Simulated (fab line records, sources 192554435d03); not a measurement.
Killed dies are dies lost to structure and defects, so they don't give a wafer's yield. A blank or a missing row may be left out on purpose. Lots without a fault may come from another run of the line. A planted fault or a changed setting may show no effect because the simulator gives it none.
Which tool did it? | flow n5_finfet | 11 lots, 33 wafers sampled, at 1 step of a route of 1938

WHAT THE GAUGES READ, wafer by wafer
N5_HKMG_FIN_CD_MEAS_49: target cd 202 nm.
lot  | measured    | on        | cd_nm (nm)
L075 | day 4 04:43 | cd_sem-01 | 203.1 202.4 202.4
L077 | day 4 18:43 | cd_sem-02 | 202.7 203.1 202.9
L080 | day 5 11:52 | cd_sem-03 | 203.4 202.7 203.0
L082 | day 5 21:28 | cd_sem-02 | 202.1 202.8 201.8
L084 | day 6 11:31 | cd_sem-02 | 203.0 203.3 202.0
L086 | day 7 01:21 | cd_sem-01 | 201.6 201.8 202.0
L088 | day 7 12:00 | cd_sem-01 | 202.9 203.1 203.1
L091 | day 8 04:04 | cd_sem-02 | 201.9 202.5 202.9
L093 | day 8 18:29 | cd_sem-02 | 201.9 201.5 201.1
L095 | day 9 04:31 | cd_sem-02 | 200.6 201.3 201.0
L097 | day 9 17:01 | cd_sem-01 | 202.3 202.3 202.3

WHICH TOOL RAN EACH LOT (tool, then ch and the chambers of the sampled wafers, then the start)
The record holds no process step before these readings.

THE ANSWER, worked out from the rows above alone
Rule: what is usual is taken from the lots themselves. Put in order of their means at a reading, lots are off if they are a third of the lots or fewer, leave a main group of 4 or more, and stand apart from it by a gap of 3 or more times the standard deviation of the main group's means; of several such gaps the widest counts. A main group whose means are all the same, to the digits that the tables above print for the reading, isn't used. A lot without any number at a reading at which 4 lots or more have one is off too. The other lots that the step has rows for count as sound.
No lot is off at any reading shown: from this, nothing can be told.

WHAT THE SIMULATOR HAD PUT IN
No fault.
